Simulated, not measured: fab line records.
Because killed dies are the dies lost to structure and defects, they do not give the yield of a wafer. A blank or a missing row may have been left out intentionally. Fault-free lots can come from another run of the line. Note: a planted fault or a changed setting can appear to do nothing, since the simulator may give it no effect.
fab line records	flow n5-finfet
record: lots: 7	wafers: 21
route steps=1938 shown ZERO_LAYER@4 FIN_SAQP@96 STI_FIN_REVEAL@190
start-h: the number of hours between the record's first day and the start of the first shown wafer of the lot	wait-h: hours since the lot's step before	" unchanged from the row above	L1.1+2: a single row standing in for several wafers	- no value, or no start given	* or withheld: withheld	< > ~ a bound
route shown NAME@n: names a module that has steps shown in the file, with the first one's number in the route	usual: average and standard deviation across the fault-free wafers	same: alike in all rows	chamber/n: place in a boat	sites: per-site readings	_std_site: standard deviation of those values	_edge_site: inner sites' mean taken away from outer sites' mean	radius-mm: for every site, how far away it sits from the centre of the wafer	mask NAME#n: copy n	behind: tool/chamber where the wafer was last shaped	hold: what put the lot on hold/how long, in hours/how the hold closed	device: whichever transistor did not switch (one of n, p or np)	end of line: the tests these same wafers got at the end of their route	a step given without rows: its recipe and nothing more	killed: count of dies lost to structure and defects at first sort (not the wafer's yield)	map: a wafer's dies, marking killed ones x, the rest . and places with no die _
set.NAME: the run value of the setting; set.NAME@STEP: its run value at that earlier step	model.NAME: the simulator's own value behind a step, which no gauge read
lots run with intentionally changed settings; tables by step, rows by wafer
== steps ==
step: N5_ZERO_LAYER_PECVD_02
recipe: material: SiO2	target-thk-a: 100	temp-c: 400	precursor: SiH4/N2O	pressure-torr: 0.75	rf-w: 275	time-s: 6
lot.wafer	tool	chamber	start-h	wait-h	set.time-s	model.SiO2_of_ZERO_LAYER_PECVD_02.thk-nm
L075.1	pecvd-02	2	18.28	0.0	6.565	10.86
L075.3	"	0	"	"	6.565	10.82
L075.5	"	0	"	"	6	9.955
L076.1	pecvd-02	0	24.28	0.0	5.4	8.947
L076.3	"	1	"	"	6	10.04
L076.4	"	2	"	"	5.4	9.088
L077.2	pecvd-01	2	30.28	0.0	5.377	8.681
L077.3	"	0	"	"	6	9.733
L077.6	"	0	"	"	6	10.02
L079.4	pecvd-03	0	42.31	0.1	6	9.765
L079.5	"	2	"	"	6	9.988
L079.6	"	0	"	"	6.546	10.87
L080.1	pecvd-03	2	48.28	0.0	5.569	9.565
L080.3	"	0	"	"	6	9.978
L080.4	"	0	"	"	5.569	9.318
L082.4	pecvd-02	1	60.31	0.1	6	10.32
L082.5	"	2	"	"	6	10.16
L082.6	"	0	"	"	6	10.12
L088.2	pecvd-01	1	96.47	0.0	6	9.783
L088.4	"	0	"	"	6	10.09
L088.5	"	2	"	"	6	9.918
step: N5_ZERO_LAYER_COAT_05
recipe: spin-rpm: 1500	resist-thk-nm: 1000
lot.wafer	tool	chamber	start-h	wait-h	set.spin-rpm	model.coat_of_ZERO_LAYER_COAT_05.thk-nm
L075.1	litho-track-02	0	-	-	1500	996.6
L075.3	"	0	"	"	1632	955.8
L075.5	"	0	"	"	1632	957.3
L076.1	litho-track-01	0	-	-	1500	996.5
L076.3	"	0	"	"	1500	992.2
L076.4	"	0	"	"	1500	995.7
L077.2	litho-track-02	0	-	-	1500	997.3
L077.3	"	0	"	"	1500	996.3
L077.6	"	0	"	"	1500	997
L079.4+6	litho-track-01	0	-	-	1350	1057
L079.5	"	0	"	"	1500	1002
L080.1	litho-track-05	0	-	-	1601	963.1
L080.3	"	0	"	"	1601	964.5
L080.4	"	0	"	"	1601	962.6
L082.4	litho-track-02	0	-	-	1500	1000
L082.5	"	0	"	"	1575	975.3
L082.6	"	0	"	"	1575	973.6
L088.2+5	litho-track-02	0	-	-	1500	1002
L088.4	"	0	"	"	1500	998
step: N5_ZERO_LAYER_EXPOSE_08
recipe: mask-id: ZERO	na: 0.55	source-shape: conventional	sigma-outer: 0.8	polarization: unpolarized	defocus-nm: 0	target-cd-nm: 2000	dose-mj: 16.2
lot.wafer	tool	chamber	start-h	wait-h	mask	set.dose-mj
L075.1	krf-scanner-02	0	18.46	-	ZERO#0	17.27
L075.3+5	"	0	"	"	ZERO#0	16.2
L076.1+4	krf-scanner-01	0	24.59	-	ZERO#0	17.01
L076.3	"	0	"	"	ZERO#0	16.2
L077.2	krf-scanner-02	0	30.60	-	ZERO#0	14.99
L077.3+6	"	0	"	"	ZERO#0	16.2
L079.4+5	krf-scanner-01	0	42.63	-	ZERO#0	15.64
L079.6	"	0	"	"	ZERO#0	16.2
L080.1+3+4	krf-scanner-01	0	48.46	-	ZERO#0	16.2
L082.4+5+6	krf-scanner-01	0	60.61	-	ZERO#0	16.2
L088.2+4+5	krf-scanner-02	0	96.66	-	ZERO#0	16.2
step: N5_ZERO_LAYER_PEB_09
recipe: peb-temp-c: withheld	peb-time-s: *
lot.wafer	tool	chamber	start-h	wait-h	set.peb-time-s
L075.1+3	litho-track-01	0	18.52	0.1	*
L075.5	"	0	"	"	*
L076.1+4	litho-track-01	0	24.65	0.1	*
L076.3	"	0	"	"	*
L077.2+3+6	litho-track-02	0	30.65	0.0	*
L079.4+5+6	litho-track-05	0	42.68	0.0	*
L080.1+4	litho-track-01	0	48.52	0.1	*
L080.3	"	0	"	"	*
L082.4+5+6	litho-track-01	0	60.65	0.0	*
L088.2+4+5	litho-track-01	0	96.71	0.0	*
step: N5_ZERO_LAYER_DEVELOP_10
recipe: develop-time-s: 60	rinse-liquid: diw	dry: air-spin	dev-temp-c: 21
step: N5_ZERO_LAYER_HARDBAKE_23
recipe: temp-c: 130	time-s: 120
step: N5_ZERO_LAYER_CD_MEAS_11
recipe: target-cd-nm: 2000	landing-energy-ev: 500	detector: se-inlens
usual: cd-nm: 1999.6/1.8
lot.wafer	tool	chamber	start-h	wait-h	set.dose-mj@ZERO_LAYER_EXPOSE_08	cd-nm
L075.1	cd-sem-03	0	18.64	-	17.27	2014.1
L075.3	"	0	"	"	16.2	2004.1
L075.5	"	0	"	"	16.2	2000.2
L076.1	cd-sem-03	0	24.77	-	17.01	2008.8
L076.3	"	0	"	"	16.2	2003.2
L076.4	"	0	"	"	17.01	2008.1
L077.2	cd-sem-03	0	30.77	-	14.99	1984.7
L077.3	"	0	"	"	16.2	1999.1
L077.6	"	0	"	"	16.2	1997.0
L079.4	cd-sem-02	0	42.80	-	15.64	1989.9
L079.5	"	0	"	"	15.64	1994.0
L079.6	"	0	"	"	16.2	1996.0
L080.1	cd-sem-03	0	48.64	-	16.2	2005.5
L080.3	"	0	"	"	16.2	2001.9
L080.4	"	0	"	"	16.2	2003.2
L082.4	cd-sem-03	0	60.77	-	16.2	2003.3
L082.5	"	0	"	"	16.2	2005.5
L082.6	"	0	"	"	16.2	2007.8
L088.2	cd-sem-03	0	96.83	-	16.2	1997.4
L088.4	"	0	"	"	16.2	2001.0
L088.5	"	0	"	"	16.2	1998.7
step: N5_ZERO_LAYER_DESCUM_16
recipe: chemistry: O2	time-s: 7.9	source-power-w: 50	bias-power-w: 20	pressure-mtorr: 20	rf-frequency-hz: 2.712e+07	temp-c: 40	o2-flow-sccm: 225
step: N5_ZERO_LAYER_ETCH_17
recipe: chemistry: CF4	target: SiO2	target-depth-a: 120	time-s: 13.3	ion-energy-ev: 350	pressure-mtorr: 40	source-w: 450	bias-w: 215	Ar_flow_sccm: 100	cf4-flow-sccm: 100
lot.wafer	tool	chamber	start-h	wait-h	set.spin-rpm@ZERO_LAYER_COAT_05	set.dose-mj@ZERO_LAYER_EXPOSE_08	model.coat_of_ZERO_LAYER_COAT_05.thk-nm	model.ZERO_LAYER.cd-nm
L075.1	rie-diel-04	3	19.03	0.0	1500	17.27	967	2014
L075.3	"	1	"	"	1632	16.2	925.5	2004
L075.5	"	3	"	"	1632	16.2	927.8	2000
L076.1	rie-diel-03	0	24.84	0.0	1500	17.01	966.5	2009
L076.3	"	1	"	"	1500	16.2	962.3	2003
L076.4	"	2	"	"	1500	17.01	965.8	2008
L077.2	rie-diel-03	3	30.84	0.0	1500	14.99	967.7	1984
L077.3	"	1	"	"	1500	16.2	966.4	1999
L077.6	"	0	"	"	1500	16.2	966.9	1997
L079.4	rie-diel-04	2	42.88	0.0	1350	15.64	1028	1990
L079.5	"	1	"	"	1500	15.64	971.9	1994
L079.6	"	0	"	"	1350	16.2	1027	1996
L080.1	rie-diel-05	0	48.71	0.0	1601	16.2	933.6	2006
L080.3	"	2	"	"	1601	16.2	934.5	2002
L080.4	"	1	"	"	1601	16.2	932.8	2003
L082.4	rie-diel-04	2	60.84	0.0	1500	16.2	971.3	2003
L082.5	"	3	"	"	1575	16.2	945.9	2006
L082.6	"	0	"	"	1575	16.2	943.6	2008
L088.2	rie-diel-04	3	97.87	0.0	1500	16.2	972.3	1997
L088.4	"	2	"	"	1500	16.2	968.6	2001
L088.5	"	0	"	"	1500	16.2	972.2	1999
step: N5_ZERO_LAYER_ETCH_18
recipe: chemistry: HBr/Cl2	target: Si	target-depth-a: 1200	time-s: 40	pressure-mtorr: 10	icp-w: 800	bias-w: 75	HBr_flow_sccm: 150	Cl2_flow_sccm: 80
step: N5_ZERO_LAYER_STRIP_24
recipe: chemistry: O2	power-w: 1000	temp-c: 250	overash-fraction: 0.3	pressure-mtorr: 1000	o2-flow-sccm: 6750
usual: strip-time-to-endpoint-s: 43.84/0.081
lot.wafer	tool	chamber	start-h	wait-h	set.spin-rpm@ZERO_LAYER_COAT_05	strip-time-to-endpoint-s
L075.1	plasma-asher-01	1	19.25	0.1	1500	43.73
L075.3	"	1	"	"	1632	42.49
L075.5	"	0	"	"	1632	42.54
L076.1	plasma-asher-01	1	25.26	0.3	1500	43.77
L076.3	"	0	"	"	1500	43.60
L076.4	"	1	"	"	1500	43.72
L077.2	plasma-asher-01	1	31.02	0.1	1500	43.76
L077.3	"	1	"	"	1500	43.78
L077.6	"	1	"	"	1500	43.73
L079.4	plasma-asher-02	0	43.07	0.1	1350	45.56
L079.5	"	0	"	"	1500	43.88
L079.6	"	1	"	"	1350	45.54
L080.1	plasma-asher-01	0	48.89	0.1	1601	42.70
L080.3	"	1	"	"	1601	42.78
L080.4	"	0	"	"	1601	42.69
L082.4	plasma-asher-01	0	61.04	0.1	1500	43.84
L082.5	"	1	"	"	1575	43.08
L082.6	"	0	"	"	1575	43.00
L088.2	plasma-asher-02	0	98.04	0.1	1500	43.91
L088.4	"	1	"	"	1500	43.75
L088.5	"	1	"	"	1500	43.92
step: N5_FIN_SAQP_HM_DEP_03
recipe: material: SiNx	target-thk-a: 380	temp-c: 400	precursor: SiH4/NH3/N2	pressure-torr: 1.5	rf-w: 300	time-s: 33.6
lot.wafer	tool	chamber	start-h	wait-h	set.time-s	model.SiNx_of_FIN_SAQP_HM_DEP_03.thk-nm
L075.1	pecvd-03	2	27.08	0.2	38.26	43.6
L075.3	"	0	"	"	33.6	38.63
L075.5	"	0	"	"	38.26	43.28
L076.1	pecvd-04	0	32.90	0.2	31.77	35.32
L076.3	"	0	"	"	33.6	37.96
L076.4	"	1	"	"	33.6	38.05
L077.2	pecvd-02	2	39.86	0.2	35.52	40.05
L077.3	"	0	"	"	33.6	38.08
L077.6	"	0	"	"	33.6	38.69
L079.4	pecvd-03	1	51.14	0.1	33.6	38.35
L079.5	"	0	"	"	31.83	36.46
L079.6	"	2	"	"	33.6	39.04
L080.1	pecvd-02	2	63.12	0.3	35.8	40.58
L080.3	"	0	"	"	35.8	40.48
L080.4	"	2	"	"	33.6	38.89
L082.4	pecvd-04	0	78.12	0.1	28.67	32.23
L082.5	"	2	"	"	33.6	38.54
L082.6	"	1	"	"	28.67	32.31
L088.2	pecvd-02	1	107.16	0.2	33.6	37.71
L088.4	"	2	"	"	33.6	37.96
L088.5	"	0	"	"	33.6	38.51
step: N5_FIN_SAQP_THK_MEAS_05
usual: thk-nm: 38.1/0.53
lot.wafer	tool	chamber	start-h	wait-h	set.time-s@FIN_SAQP_HM_DEP_03	thk-nm
L075.1	film-metro-02	-	27.19	0.1	38.26	43.6
L075.3	"	-	"	"	33.6	38.6
L075.5	"	-	"	"	38.26	43.3
L076.1	film-metro-01	-	33.01	0.1	31.77	35.4
L076.3	"	-	"	"	33.6	37.9
L076.4	"	-	"	"	33.6	38.0
L077.2	film-metro-01	-	39.95	0.1	35.52	40.0
L077.3	"	-	"	"	33.6	38.1
L077.6	"	-	"	"	33.6	38.6
L079.4	film-metro-01	-	51.20	0.0	33.6	38.3
L079.5	"	-	"	"	31.83	36.4
L079.6	"	-	"	"	33.6	39.0
L080.1	film-metro-01	-	63.21	0.1	35.8	40.6
L080.3	"	-	"	"	35.8	40.4
L080.4	"	-	"	"	33.6	38.9
L082.4	film-metro-01	-	78.18	0.0	28.67	32.2
L082.5	"	-	"	"	33.6	38.5
L082.6	"	-	"	"	28.67	32.3
L088.2	film-metro-01	-	107.25	0.1	33.6	37.7
L088.4	"	-	"	"	33.6	38.0
L088.5	"	-	"	"	33.6	38.5
step: N5_FIN_SAQP_EXPOSE_13
recipe: mask-id: FIN_CORE	na: 1.35	source-shape: dipole	sigma-inner: 0.538	sigma-outer: 0.738	polarization: te	target-cd-nm: 35.6	dose-mj: 63.25
lot.wafer	tool	chamber	start-h	wait-h	mask	set.dose-mj
L075.1+5	arfi-scanner-03	0	27.85	-	FIN_CORE#0	64.46
L075.3	"	0	"	"	FIN_CORE#0	63.25
L076.1+3	arfi-scanner-02	0	33.58	-	FIN_CORE#0	61.74
L076.4	"	0	"	"	FIN_CORE#0	63.25
L077.2+6	arfi-scanner-02	0	40.42	-	FIN_CORE#0	63.25
L077.3	"	0	"	"	FIN_CORE#0	67.47
L079.4+5+6	arfi-scanner-02	0	51.78	-	FIN_CORE#0	63.25
L080.1+3	arfi-scanner-02	0	63.65	-	FIN_CORE#0	67.35
L080.4	"	0	"	"	FIN_CORE#0	63.25
L082.4+6	arfi-scanner-01	0	78.78	-	FIN_CORE#0	63.25
L082.5	"	0	"	"	FIN_CORE#0	59.16
L088.2+4+5	arfi-scanner-03	0	107.82	-	FIN_CORE#0	63.25
step: N5_FIN_SAQP_PEB_14
recipe: peb-temp-c: withheld	peb-time-s: 60	resist: CAR-ArF
step: N5_FIN_SAQP_DEVELOP_15
recipe: develop-time-s: 30	developer: TMAH	resist: CAR-ArF	dev-temp-c: 23	rinse-liquid: diw	dry: air-spin
step: N5_FIN_SAQP_CD_MEAS_16
recipe: target-cd-nm: 35.6	landing-energy-ev: 500	detector: se-inlens
usual: cd-nm: 35.6/0.4
lot.wafer	tool	chamber	start-h	wait-h	set.dose-mj@FIN_SAQP_EXPOSE_13	cd-nm
L075.1	cd-sem-02	0	27.98	-	64.46	34.0
L075.3	"	0	"	"	63.25	35.5
L075.5	"	0	"	"	64.46	34.8
L076.1	cd-sem-01	0	33.71	-	61.74	36.2
L076.3	"	0	"	"	61.74	36.0
L076.4	"	0	"	"	63.25	35.3
L077.2	cd-sem-02	0	40.54	-	63.25	35.6
L077.3	"	0	"	"	67.47	33.9
L077.6	"	0	"	"	63.25	35.4
L079.4	cd-sem-01	0	51.90	-	63.25	35.7
L079.5	"	0	"	"	63.25	34.9
L079.6	"	0	"	"	63.25	35.7
L080.1	cd-sem-03	0	63.78	-	67.35	33.7
L080.3	"	0	"	"	67.35	33.6
L080.4	"	0	"	"	63.25	35.5
L082.4	cd-sem-01	0	78.90	-	63.25	35.8
L082.5	"	0	"	"	59.16	38.2
L082.6	"	0	"	"	63.25	35.7
L088.2	cd-sem-02	0	107.94	-	63.25	35.5
L088.4	"	0	"	"	63.25	35.5
L088.5	"	0	"	"	63.25	36.1
step: N5_FIN_SAQP_SPACER2_ALD_28
recipe: material: SiO2	target-thk-a: 81	temp-c: 300	ald-precursor-family: BDEAS	ald-co-reactant: O2-plasma	pulse-time-s: 1	purge-time-s: 2	co-reactant-purge-time-s: 2	pressure-torr: 2
step: N5_FIN_SAQP_SPACER2_ETCHBACK_29
recipe: chemistry: CHF3/O2	mode: anisotropic-etchback	target: SiO2	target-depth-a: 122	time-s: 6.1	pressure-mtorr: 30	source-w: 650	bias-w: 170	Ar_flow_sccm: 200	CHF3_flow_sccm: 50	O2_flow_sccm: 5	ion-energy-ev: 200
step: N5_FIN_SAQP_MANDREL2_REMOVE_60
recipe: chemistry: HBr/Cl2/O2	bt-time-s: 10	target: a-Si	stop-on: SiNx	endpoint: OES-SiCl	over-etch-frac: 1	icp-w: 600	bias-w: 22	HBr_flow_sccm: 150	Cl2_flow_sccm: 80	O2_flow_sccm: 5	pressure-mtorr: 10
lot.wafer	tool	chamber	start-h	wait-h	set.time-s@FIN_SAQP_HM_DEP_03	model.SiNx_of_FIN_SAQP_HM_DEP_03.thk-nm
L075.1	rie-si-04	1	32.10	0.1	38.26	42.8
L075.3	"	3	"	"	33.6	38
L075.5	"	0	"	"	38.26	42.6
L076.1	rie-si-06	0	37.80	0.1	31.77	34.6
L076.3+4	"	2,3	"	"	33.6	37.4
L077.2	rie-si-06	1	44.31	0.1	35.52	39.4
L077.3	"	3	"	"	33.6	37.4
L077.6	"	3	"	"	33.6	37.8
L079.4	rie-si-01	0	56.72	0.1	33.6	37.8
L079.5	"	0	"	"	31.83	35.6
L079.6	"	3	"	"	33.6	38.4
L080.1+3	rie-si-04	0,2	67.40	0.1	35.8	39.8
L080.4	"	1	"	"	33.6	38.2
L082.4+6	rie-si-01	2,0	83.78	0.1	28.67	31.6
L082.5	"	3	"	"	33.6	38
L088.2	rie-si-04	2	111.55	0.1	33.6	37
L088.4	"	1	"	"	33.6	37.4
L088.5	"	1	"	"	33.6	37.8
step: N5_FIN_SAQP_HM_OPEN_33
recipe: chemistry: CH3F/O2	target: SiNx	mask-material: SiO2	target-depth-a: 494	time-s: 70.6	pressure-mtorr: 30	source-w: 395	bias-w: 73	Ar_flow_sccm: 150	CH3F_flow_sccm: 30	O2_flow_sccm: 20	ion-energy-ev: 120	ends: cleared
usual: etch-rf-on-time-s: 69.0/1.2
lot.wafer	tool	chamber	start-h	wait-h	set.time-s@FIN_SAQP_HM_DEP_03	etch-rf-on-time-s	model.etch.depth-nm
L075.1	rie-diel-01	2	32.32	0.1	38.26	78.4	42.85
L075.3	"	0	"	"	33.6	69.6	38
L075.5	"	0	"	"	38.26	77.7	42.53
L076.1	rie-diel-01	1	37.96	0.0	31.77	63.2	34.69
L076.3	"	2	"	"	33.6	68.8	37.33
L076.4	"	0	"	"	33.6	69.1	37.42
L077.2	rie-diel-01	3	44.46	0.0	35.52	74.2	39.41
L077.3	"	0	"	"	33.6	68.7	37.37
L077.6	"	0	"	"	33.6	69.8	37.84
L079.4	rie-diel-01	2	56.88	0.0	33.6	69.3	37.71
L079.5	"	1	"	"	31.83	65.1	35.62
L079.6	"	0	"	"	33.6	71.3	38.39
L080.1	rie-diel-01	2	67.56	0.0	35.8	73.9	39.87
L080.3	"	3	"	"	35.8	75.1	39.83
L080.4	"	1	"	"	33.6	69.4	38.26
L082.4	rie-diel-02	1	83.99	0.1	28.67	60.0	31.6
L082.5	"	1	"	"	33.6	71.5	37.92
L082.6	"	3	"	"	28.67	58.4	31.68
L088.2	rie-diel-02	3	111.79	0.1	33.6	68.8	37.08
L088.4	"	2	"	"	33.6	68.1	37.34
L088.5	"	1	"	"	33.6	71.7	37.89
step: N5_FIN_SAQP_ETCH_64
recipe: chemistry: CF4	target: SiO2	target-depth-a: 15	ion-energy-ev: 350	pressure-mtorr: 10	icp-w: 800	bias-w: 400	cf4-flow-sccm: 80
lot.wafer	tool	chamber	start-h	wait-h	set.bias-w	set.time-s@FIN_SAQP_HM_DEP_03	model.SiNx_of_FIN_SAQP_HM_DEP_03.thk-nm	model.etch.depth-nm
L075.1	rie-si-06	3	32.59	0.0	455.7	38.26	38	1.562
L075.3	"	2	"	"	400	33.6	33.4	1.466
L075.5	"	2	"	"	455.7	38.26	37.6	1.534
L076.1	rie-si-04	1	38.22	0.0	400	31.77	30	1.426
L076.3	"	0	"	"	429.8	33.6	32.4	1.534
L076.4	"	2	"	"	429.8	33.6	32.6	1.539
L077.2	rie-si-04	2	44.73	0.0	424.4	35.52	34.6	1.52
L077.3	"	0	"	"	424.4	33.6	32.6	1.521
L077.6	"	3	"	"	400	33.6	33.2	1.462
L079.4	rie-si-06	2	57.15	0.0	400	33.6	33	1.473
L079.5	"	0	"	"	363.3	31.83	31	1.445
L079.6	"	3	"	"	363.3	33.6	33.8	1.45
L080.1	rie-si-01	2	67.83	0.0	339.9	35.8	35.2	1.427
L080.3	"	1	"	"	400	35.8	35	1.543
L080.4	"	0	"	"	400	33.6	33.4	1.558
L082.4	rie-si-04	0	84.31	0.0	437	28.67	26.8	1.542
L082.5	"	0	"	"	437	33.6	33	1.548
L082.6	"	1	"	"	400	28.67	27	1.449
L088.2	rie-si-06	2	112.06	0.0	400	33.6	32.4	1.468
L088.4	"	0	"	"	400	33.6	32.4	1.492
L088.5	"	2	"	"	400	33.6	33.2	1.468
step: N5_FIN_SAQP_FIN_ETCH_36
recipe: chemistry: HBr/Cl2/O2	target-depth-a: 1200	mask-material: SiNx	time-s: 50.4	bias-w: 102	pressure-mtorr: 10	icp-w: 800	HBr_flow_sccm: 150	Cl2_flow_sccm: 80	O2_flow_sccm: 12
lot.wafer	tool	chamber	start-h	wait-h	set.time-s@FIN_SAQP_HM_DEP_03	model.SiNx_of_FIN_SAQP_HM_DEP_03.thk-nm
L075.1	rie-si-06	3	32.61	0.0	38.26	26.8
L075.3	"	2	"	"	33.6	22
L075.5	"	2	"	"	38.26	26.4
L076.1	rie-si-04	1	38.24	0.0	31.77	19.2
L076.3	"	0	"	"	33.6	21
L076.4	"	2	"	"	33.6	21.2
L077.2	rie-si-04	2	44.75	0.0	35.52	23
L077.3	"	0	"	"	33.6	21
L077.6	"	3	"	"	33.6	21.8
L079.4	rie-si-06	2	57.17	0.0	33.6	21.8
L079.5	"	0	"	"	31.83	19.6
L079.6	"	3	"	"	33.6	22.6
L080.1	rie-si-01	2	67.85	0.0	35.8	23.6
L080.3	"	1	"	"	35.8	23.2
L080.4	"	0	"	"	33.6	21.8
L082.4	rie-si-04	0	84.33	0.0	28.67	15.4
L082.5	"	0	"	"	33.6	21.6
L082.6	"	1	"	"	28.67	16
L088.2	rie-si-06	2	112.08	0.0	33.6	21.2
L088.4	"	0	"	"	33.6	20.8
L088.5	"	2	"	"	33.6	21.8
step: N5_STI_FIN_REVEAL_ETCHBACK_08
recipe: chemistry: C4F6/O2	target: SiO2	target-depth-a: 305	time-s: 10.167	ion-energy-ev: 250	pressure-mtorr: 30	source-w: 345	bias-w: 185	Ar_flow_sccm: 300	C4F6_flow_sccm: 10	O2_flow_sccm: 10
lot.wafer	tool	chamber	start-h	wait-h	set.time-s
L075.1+3	rie-diel-01	3,0	40.31	0.3	11.51
L075.5	"	2	"	"	10.167
L076.1	rie-diel-06	1	45.75	0.2	8.581
L076.3+4	"	2,3	"	"	10.167
L077.2	rie-diel-06	2	53.56	0.2	10.77
L077.3+6	"	1,2	"	"	10.167
L079.4+5+6	rie-diel-02	2,0,3	72.94	0.1	8.16
L080.1+3+4	rie-diel-01	0,3,2	75.63	0.2	10.167
L082.4+5+6	rie-diel-01	1,2,1	92.53	0.1	10.167
L088.2+4+5	rie-diel-01	0,2,3	120.34	0.2	10.167
== key ==
split: step: N5_ZERO_LAYER_PECVD_02	setting: time-s	stated: 6	by: wafer
response: step: N5_ZERO_LAYER_PECVD_02	reading: model.SiO2_of_ZERO_LAYER_PECVD_02.thk-nm	change: +0.102	per: 1%	r: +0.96
split: step: N5_ZERO_LAYER_COAT_05	setting: spin-rpm	stated: 1500	by: wafer
response: step: N5_ZERO_LAYER_COAT_05	reading: model.coat_of_ZERO_LAYER_COAT_05.thk-nm	change: -5.09	per: 1%	r: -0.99
response: step: N5_ZERO_LAYER_ETCH_17	reading: model.coat_of_ZERO_LAYER_COAT_05.thk-nm	change: -5.15	per: 1%	r: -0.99
response: step: N5_ZERO_LAYER_STRIP_24	reading: strip-time-to-endpoint-s	change: *	per: 1%	r: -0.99
split: step: N5_ZERO_LAYER_EXPOSE_08	setting: dose-mj	stated: 16.2	by: wafer
response: step: N5_ZERO_LAYER_CD_MEAS_11	reading: cd-nm	change: +1.6	per: 1%	r: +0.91
response: step: N5_ZERO_LAYER_ETCH_17	reading: model.ZERO_LAYER.cd-nm	change: +1.65	per: 1%	r: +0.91
split: step: N5_ZERO_LAYER_PEB_09	setting: peb-time-s	stated: *	by: wafer
response none clear
split: step: N5_FIN_SAQP_HM_DEP_03	setting: time-s	stated: 33.6	by: wafer
response: step: N5_FIN_SAQP_HM_DEP_03	reading: model.SiNx_of_FIN_SAQP_HM_DEP_03.thk-nm	change: +0.38	per: 1%	r: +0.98
response: step: N5_FIN_SAQP_THK_MEAS_05	reading: thk-nm	change: *	per: 1%	r: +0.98
response: step: N5_FIN_SAQP_MANDREL2_REMOVE_60	reading: model.SiNx_of_FIN_SAQP_HM_DEP_03.thk-nm	change: +0.385	per: 1%	r: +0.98
response: step: N5_FIN_SAQP_HM_OPEN_33	reading: etch-rf-on-time-s	change: *	per: 1%	r: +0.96
response: step: N5_FIN_SAQP_HM_OPEN_33	reading: model.etch.depth-nm	change: +0.38	per: 1%	r: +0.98
response: step: N5_FIN_SAQP_ETCH_64	reading: model.SiNx_of_FIN_SAQP_HM_DEP_03.thk-nm	change: +0.366	per: 1%	r: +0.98
response: step: N5_FIN_SAQP_FIN_ETCH_36	reading: model.SiNx_of_FIN_SAQP_HM_DEP_03.thk-nm	change: +0.359	per: 1%	r: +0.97
split: step: N5_FIN_SAQP_EXPOSE_13	setting: dose-mj	stated: 63.25	by: wafer
response: step: N5_FIN_SAQP_CD_MEAS_16	reading: cd-nm	change: -0.305	per: 1%	r: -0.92
split: step: N5_FIN_SAQP_ETCH_64	setting: bias-w	stated: 400	by: wafer
response: step: N5_FIN_SAQP_ETCH_64	reading: model.etch.depth-nm	change: +0.00777	per: 1%	r: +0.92
split: step: N5_STI_FIN_REVEAL_ETCHBACK_08	setting: time-s	stated: 10.167	by: wafer
response none in this file
